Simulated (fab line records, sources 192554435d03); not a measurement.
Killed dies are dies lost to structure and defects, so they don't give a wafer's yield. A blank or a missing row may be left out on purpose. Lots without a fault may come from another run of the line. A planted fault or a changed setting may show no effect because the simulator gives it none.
Split-lot experiment | flow n5_finfet | 7 lots, 21 wafers read, on a route of 1938 steps

THE SPLIT
At N5_BEOL_M15_COAT_56 (time 60 s, resist thk 550 nm), the setting spin_rpm was moved away from the recipe's 1500 rpm on 7 of the 21 wafers read, by -6.8% to +7.9%. The other wafers ran this setting at the recipe's value.

The reading is taken at the split's own step.

THE READING
SOC_of_BEOL_M15_COAT_56.thk_nm (the simulator's own value, which no gauge read), in nm, at N5_BEOL_M15_COAT_56 (time 60 s, resist thk 550 nm). The file gives no usual value for it. The 14 wafers here that ran the recipe average 549.8 nm, standard deviation 2.3 nm.

wafer  | tool, chamber at the split | spin_rpm as run, rpm | against the recipe | SOC_of_BEOL_M15_COAT_56.thk_nm, nm | against lot-mates on the recipe
L074.4 | litho_track-02, 0          | 1500                 | recipe             | 549.4                              | -
L074.6 | litho_track-02, 0          | 1500                 | recipe             | 549.4                              | -
L074.5 | litho_track-02, 0          | 1500                 | recipe             | 549.8                              | -
L077.4 | litho_track-01, 0          | 1500                 | recipe             | 550.4                              | -
L077.5 | litho_track-01, 0          | 1398                 | -6.8%              | 567.8                              | +17.4
L077.6 | litho_track-01, 0          | 1398                 | -6.8%              | 568.6                              | +18.2
L083.2 | litho_track-03, 0          | 1402                 | -6.5%              | 568.2                              | +15.4
L083.3 | litho_track-03, 0          | 1402                 | -6.5%              | 567.8                              | +15.0
L083.6 | litho_track-03, 0          | 1500                 | recipe             | 552.8                              | -
L087.2 | litho_track-03, 0          | 1500                 | recipe             | 549.4                              | -
L087.3 | litho_track-03, 0          | 1619                 | +7.9%              | 529.2                              | -20.2
L087.4 | litho_track-03, 0          | 1619                 | +7.9%              | 528.8                              | -20.6
L095.1 | litho_track-03, 0          | 1500                 | recipe             | 546                                | -
L095.3 | litho_track-03, 0          | 1500                 | recipe             | 547.6                              | -
L095.5 | litho_track-03, 0          | 1500                 | recipe             | 544.8                              | -
L096.3 | litho_track-03, 0          | 1500                 | recipe             | 551.2                              | -
L096.4 | litho_track-03, 0          | 1500                 | recipe             | 550.4                              | -
L096.5 | litho_track-03, 0          | 1500                 | recipe             | 550.8                              | -
L097.2 | litho_track-01, 0          | 1500                 | recipe             | 553.4                              | -
L097.3 | litho_track-01, 0          | 1500                 | recipe             | 551.2                              | -
L097.6 | litho_track-01, 0          | 1569                 | +4.6%              | 540.4                              | -11.9

THE FIT
A straight line over all 21 wafers: SOC_of_BEOL_M15_COAT_56.thk_nm changes by -2.65 nm for each +1% of spin_rpm; r = -0.98; the points scatter about the line by 2.1 nm.
The same after taking each lot's own level away (the mean of its wafers on the recipe; 21 wafers): -2.52 nm for each +1%; r = -1.00; scatter 0.78 nm.
On that fit, the largest move of spin_rpm shifts the reading by 20 nm.
The lots' own levels span 546.13 to 552.80 nm, that is 2.9 times the standard deviation above.
So the lot-to-lot level changes the slope little: the two slopes agree.
Check: with one of the wafers moved furthest among these (+7.9%) left out of the fit, the line predicts -20.1 nm for it against its lot-mates. It came out at -20.2 nm against them.

OTHER SPLITS ON THESE WAFERS
These wafers also went through other splits before the reading. Each is held against what the fit with the lots' levels taken away leaves over:
other split on the same wafers    | wafers away from the commonest value | r with SOC_of_BEOL_M15_COAT_56.thk_nm (lot level and that fit taken away)
N5_BEOL_M11_TRENCH_ETCH_37 time_s | 7                                    | -0.20
N5_BEOL_M11_CURE_72 time_s        | 9                                    | -0.47
N5_BEOL_M13_COAT_04 spin_rpm      | 8                                    | -0.31
N5_BEOL_M13_ETCH_59 time_s        | 8                                    | -0.11
N5_BEOL_M13_SPUTTER_43 time_s     | 4                                    | +0.38
N5_BEOL_M15_ETCH_59 time_s        | 8                                    | +0.18

THE FILE'S OWN FIT
SOC_of_BEOL_M15_COAT_56.thk_nm changes by -2.53 nm for each +1% of spin_rpm, r = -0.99.
